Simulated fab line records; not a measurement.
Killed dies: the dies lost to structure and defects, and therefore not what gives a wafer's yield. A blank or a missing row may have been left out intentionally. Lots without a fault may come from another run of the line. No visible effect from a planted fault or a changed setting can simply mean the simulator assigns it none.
Lot-split experiment / flow n5 finfet / 7 lots, 18 wafers read, on a route of 1938 steps

SPLIT DETAILS
At N5_BEOL_M5_SPUTTER_83 (material Cu, target thk 15 nm, time 27.62 s), the setting time s was moved away from the recipe's 27.62 s on 2 of the 18 wafers read, by -12.8% to -11.0%. All remaining wafers had this setting at the recipe value.

The reading comes from the split's own step.

THE READING
Cu_of_BEOL_M5_SPUTTER_83.thk nm (the simulator's own value, which no gauge read), in nm, at N5_BEOL_M5_SPUTTER_83 (material Cu, target thk 15 nm, time 27.62 s). There is no usual value for it anywhere in the file. Average 15.0 nm, standard deviation 0.22 nm, over the 16 wafers here run with the recipe.

wafer=L075.4; tool, chamber at the split=pvd sputter-02, -; time s as run, s=24.59; against the recipe=-11.0%; Cu_of_BEOL_M5_SPUTTER_83.thk nm, nm=13.6; against lot-mates on the recipe=-1.6
wafer=L075.5; tool, chamber at the split=pvd sputter-02, -; time s as run, s=27.62; against the recipe=recipe; Cu_of_BEOL_M5_SPUTTER_83.thk nm, nm=15.2; against lot-mates on the recipe=-
wafer=L080.4; tool, chamber at the split=pvd sputter-01, -; time s as run, s=27.62; against the recipe=recipe; Cu_of_BEOL_M5_SPUTTER_83.thk nm, nm=15; against lot-mates on the recipe=-
wafer=L082.1; tool, chamber at the split=pvd sputter-03, -; time s as run, s=27.62; against the recipe=recipe; Cu_of_BEOL_M5_SPUTTER_83.thk nm, nm=15.2; against lot-mates on the recipe=-
wafer=L082.4; tool, chamber at the split=pvd sputter-03, -; time s as run, s=27.62; against the recipe=recipe; Cu_of_BEOL_M5_SPUTTER_83.thk nm, nm=15.2; against lot-mates on the recipe=-
wafer=L082.3; tool, chamber at the split=pvd sputter-03, -; time s as run, s=27.62; against the recipe=recipe; Cu_of_BEOL_M5_SPUTTER_83.thk nm, nm=15.4; against lot-mates on the recipe=-
wafer=L086.4; tool, chamber at the split=pvd sputter-02, -; time s as run, s=27.62; against the recipe=recipe; Cu_of_BEOL_M5_SPUTTER_83.thk nm, nm=14.8; against lot-mates on the recipe=-
wafer=L086.5; tool, chamber at the split=pvd sputter-02, -; time s as run, s=27.62; against the recipe=recipe; Cu_of_BEOL_M5_SPUTTER_83.thk nm, nm=15; against lot-mates on the recipe=-
wafer=L086.6; tool, chamber at the split=pvd sputter-02, -; time s as run, s=27.62; against the recipe=recipe; Cu_of_BEOL_M5_SPUTTER_83.thk nm, nm=15; against lot-mates on the recipe=-
wafer=L096.3; tool, chamber at the split=pvd sputter-02, -; time s as run, s=27.62; against the recipe=recipe; Cu_of_BEOL_M5_SPUTTER_83.thk nm, nm=15.2; against lot-mates on the recipe=-
wafer=L096.5; tool, chamber at the split=pvd sputter-02, -; time s as run, s=27.62; against the recipe=recipe; Cu_of_BEOL_M5_SPUTTER_83.thk nm, nm=15.2; against lot-mates on the recipe=-
wafer=L096.4; tool, chamber at the split=pvd sputter-02, -; time s as run, s=27.62; against the recipe=recipe; Cu_of_BEOL_M5_SPUTTER_83.thk nm, nm=15; against lot-mates on the recipe=-
wafer=L092.2; tool, chamber at the split=pvd sputter-02, -; time s as run, s=27.62; against the recipe=recipe; Cu_of_BEOL_M5_SPUTTER_83.thk nm, nm=15; against lot-mates on the recipe=-
wafer=L092.4; tool, chamber at the split=pvd sputter-02, -; time s as run, s=27.62; against the recipe=recipe; Cu_of_BEOL_M5_SPUTTER_83.thk nm, nm=15; against lot-mates on the recipe=-
wafer=L092.5; tool, chamber at the split=pvd sputter-02, -; time s as run, s=27.62; against the recipe=recipe; Cu_of_BEOL_M5_SPUTTER_83.thk nm, nm=14.8; against lot-mates on the recipe=-
wafer=L097.1; tool, chamber at the split=pvd sputter-01, -; time s as run, s=27.62; against the recipe=recipe; Cu_of_BEOL_M5_SPUTTER_83.thk nm, nm=14.6; against lot-mates on the recipe=-
wafer=L097.5; tool, chamber at the split=pvd sputter-01, -; time s as run, s=27.62; against the recipe=recipe; Cu_of_BEOL_M5_SPUTTER_83.thk nm, nm=14.6; against lot-mates on the recipe=-
wafer=L097.3; tool, chamber at the split=pvd sputter-01, -; time s as run, s=24.08; against the recipe=-12.8%; Cu_of_BEOL_M5_SPUTTER_83.thk nm, nm=12.6; against lot-mates on the recipe=-2.0

FIT RESULTS
A straight line over all 18 wafers: Cu_of_BEOL_M5_SPUTTER_83.thk nm changes by +0.163 nm for each +1% of time s; r = +0.93; the points scatter about the line by 0.25 nm.
The same after taking each lot's own level away (the mean of its wafers on the recipe; 18 wafers): +0.152 nm for each +1%; r = +0.99; scatter 0.084 nm.
On that fit, the largest move of time s shifts the reading by 1.9 nm.
From 14.60 to 15.27 nm: that is the span of the lots' own levels, equal to 3.1 times the standard deviation above.
So the lot-to-lot level changes the slope little: the two slopes agree.
Check: with one of the wafers moved furthest among these (-12.8%) left out of the fit, the line predicts -1.87 nm for it against its lot-mates. Against them it came out at -2 nm.

ADDITIONAL SPLITS CARRIED BY THESE WAFERS
Other splits were also applied to these wafers ahead of the reading. Each is held against what the fit with the lots' levels taken away leaves over:
other split on the same wafers=N5_BEOL_M5_ILD_DEP_00 time s; wafers away from the commonest value=7; r with Cu_of_BEOL_M5_SPUTTER_83.thk nm (lot level and that fit taken away)=+0.09
other split on the same wafers=N5_BEOL_M5_HM_DEP_02 target thk a; wafers away from the commonest value=6; r with Cu_of_BEOL_M5_SPUTTER_83.thk nm (lot level and that fit taken away)=+0.16

FILE'S OWN FIT
Cu_of_BEOL_M5_SPUTTER_83.thk nm changes by +0.152 nm for each +1% of time s, r = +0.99.
